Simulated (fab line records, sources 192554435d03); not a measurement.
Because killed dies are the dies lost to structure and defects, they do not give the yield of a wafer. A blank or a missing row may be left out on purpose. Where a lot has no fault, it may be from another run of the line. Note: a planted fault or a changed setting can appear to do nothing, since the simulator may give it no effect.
Comparing a struck lot with a sound one + flow n5 finfet + 15 out of 1938 route steps
Sound: wafers L594.4, L594.5, L594.6. Struck: wafers L602.2, L602.6 (left out: L602.3, a lot-mate that was not struck); the cause follows at the end.
For every step that has rows: the tool of each side, followed by ch and its chambers, followed by its first start. Under that, the readings that differ: sound wafers + struck wafers + difference of the means + sigmas: that difference in standard deviations of wafers without a fault.
alike: readings whose means differ by less than 2 such deviations, and words and numbers that are the same on both sides. not compared: withheld readings, readings that some wafer has no value for, bounds like >300 that may hide the same value, and numbers for which the record gives no deviation and whose values overlap.
The two part at a step that has a row with sigmas, a row that says differs or no value, or rows on one side only. When numbers do not overlap yet have no deviation, they are printed without sigmas and do not part them. Lack of a reading on every wafer of one side parts them only where that side has two or more wafers.

N5_BEOL_M11_TRENCH_ETCH_37: etches SiCOH lowk in C4F6/O2, target depth 148.83 nm, time 48 s.
  sound: rie diel-01 ch 0,3; struck: rie diel-05 ch 2
| reading      | sound       | struck  | difference | sigmas |
|--------------|-------------|---------|------------|--------|
| rf vpp V (V) | 643 643 652 | 691 690 | +44        | +3     |
  alike: drypump motor current A, oes product au, rf fwd power W, showerhead plenum p Torr, throttle valve pct
  not compared: rf hours counter h
then, 2 steps without rows for these wafers: N5_BEOL_M11_ETCH_41 (etches SiCN in CH3F/O2, target depth 42.6 nm, time 86 s); N5_BEOL_M11_STRIP_77 (strips in N2/H2, time 10 s).
N5_BEOL_M11_OCD_MEAS_38:
  sound: ocd-02 at day 10 12:03; struck: ocd-02 at day 13 00:53
  alike: trench depth nm
then, 4 steps without rows for these wafers: N5_BEOL_M11_HM_STRIP_39 (strips TiN in peroxide tin strip, target depth 25 nm, time 158 s); N5_BEOL_M11_SRD_40 (time 30 s); N5_BEOL_M11_PRECLEAN_42 (cleans in residue remover, time 60 s); N5_BEOL_M11_SRD_43 (time 30 s).
N5_BEOL_M11_CD_MEAS_35: the cd target is 70 nm.
  sound: cd sem-02 at day 10 12:12; struck: cd sem-02 at day 13 01:02
  alike: cd nm
N5_BEOL_M11_CURE_72: cures SiCOH lowk, time 120 s.
  sound on uv cure-03 ch 0, day 10 12:23; struck on uv cure-01 ch 1, day 13 01:08
  alike: lamp power pct, wafer_temp_C_max
N5_BEOL_M11_DEGAS_44: time 60 s.
  sound: pvd sputter-01 at day 10 12:43; struck: pvd sputter-01 at day 13 02:11
  alike: heater power w, susceptor temp C
N5_BEOL_M11_PRE_CLEAN_45: time 30 s.
  sound: pvd sputter-01 at day 10 12:45; struck: pvd sputter-01 at day 13 02:14
  alike: heater power w, susceptor temp C
N5_BEOL_M11_ALD_74: deposits TaN, target thk 2 nm, pulse time 2 s, purge time 3 s.
  sound on ald metal-04 ch 0,2,3, day 10 12:56; struck on ald metal-01 ch 1,3, day 13 02:22
| reading    | sound    | struck | difference | sigmas |
|------------|----------|--------|------------|--------|
| ald cycles | 40 40 40 | 42 42  | +2         |        |
  alike: heater power w, susceptor temp C
N5_BEOL_M11_SURFACE_TREAT_76:
  sound: pvd sputter-01 at day 10 13:08; struck: pvd sputter-01 at day 13 02:43
  not compared: throttle valve pct
N5_PASSIVATION_PROBE_49:
  the record has rows for the sound wafers here (prober-01, day 12 12:10) and none for the struck ones

== WHERE THEY PART ==
First at N5_BEOL_M11_TRENCH_ETCH_37; last, within this record, at N5_PASSIVATION_PROBE_49.

WHY: what the simulator had put in
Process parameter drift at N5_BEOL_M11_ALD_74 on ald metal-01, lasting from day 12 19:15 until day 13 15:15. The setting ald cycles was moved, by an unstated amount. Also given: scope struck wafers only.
